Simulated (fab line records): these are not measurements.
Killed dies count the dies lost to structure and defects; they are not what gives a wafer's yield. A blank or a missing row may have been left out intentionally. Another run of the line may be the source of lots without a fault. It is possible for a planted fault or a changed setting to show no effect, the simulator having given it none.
Which tool is to blame? || flow nand_harc || 6 lots with 18 wafers sampled at 2 steps, on a route of 1302 steps

## WHAT THE GAUGES READ, wafer by wafer
NHARC_A_BLC_INSPECT_12.
{"lot": "L796", "measured": "day 23 09:26", "on": "defect_inspect-02", "raw_defect_count": "58 63 61"}
{"lot": "L798", "measured": "day 24 23:25", "on": "defect_inspect-02", "raw_defect_count": "44 72 55"}
{"lot": "L802", "measured": "day 25 16:52", "on": "defect_inspect-02", "raw_defect_count": "128 136 113"}
{"lot": "L806", "measured": "day 28 01:32", "on": "defect_inspect-01", "raw_defect_count": "103 104 109"}
{"lot": "L809", "measured": "day 29 03:49", "on": "defect_inspect-01", "raw_defect_count": "67 73 58"}
{"lot": "L816", "measured": "day 32 11:57", "on": "defect_inspect-01", "raw_defect_count": "129 134 147"}

## WHICH TOOL RAN EACH LOT (tool, then ch and the chambers of the sampled wafers, then the start)
{"lot": "L796", "NHARC_A_CONTACT_ALD_18": "ald_metal-03 ch 0,1,3, day 23 07:28"}
{"lot": "L798", "NHARC_A_CONTACT_ALD_18": "ald_metal-04 ch 1,2, day 24 21:17"}
{"lot": "L802", "NHARC_A_CONTACT_ALD_18": "ald_metal-02 ch 0,1, day 25 14:45"}
{"lot": "L806", "NHARC_A_CONTACT_ALD_18": "ald_metal-02 ch 1,2, day 27 23:25"}
{"lot": "L809", "NHARC_A_CONTACT_ALD_18": "ald_metal-02 ch 1,2, day 29 01:41"}
{"lot": "L816", "NHARC_A_CONTACT_ALD_18": "ald_metal-04 ch 1,2, day 32 09:48"}
- NHARC_A_CONTACT_ALD_18: deposits TiN, target thk 3 nm, pulse time 1 s, ald cycles 150.

## THE ANSWER, worked out from the rows above alone
Rule: what is usual is taken from the lots themselves. Put in order of their means at a reading, lots are off if they are a third of the lots or fewer, leave a main group of 4 or more, and stand apart from it by a gap of 3 or more times the standard deviation of the main group's means; of several such gaps the widest counts. A main group whose means are all the same, to the digits that the tables above print for the reading, isn't used. Also off: a lot with no number at a reading for which 4 or more lots have one. The other lots that the step has rows for count as sound.
Nothing can be told from this: no lot is off at any reading shown.

## WHAT THE SIMULATOR PUT IN
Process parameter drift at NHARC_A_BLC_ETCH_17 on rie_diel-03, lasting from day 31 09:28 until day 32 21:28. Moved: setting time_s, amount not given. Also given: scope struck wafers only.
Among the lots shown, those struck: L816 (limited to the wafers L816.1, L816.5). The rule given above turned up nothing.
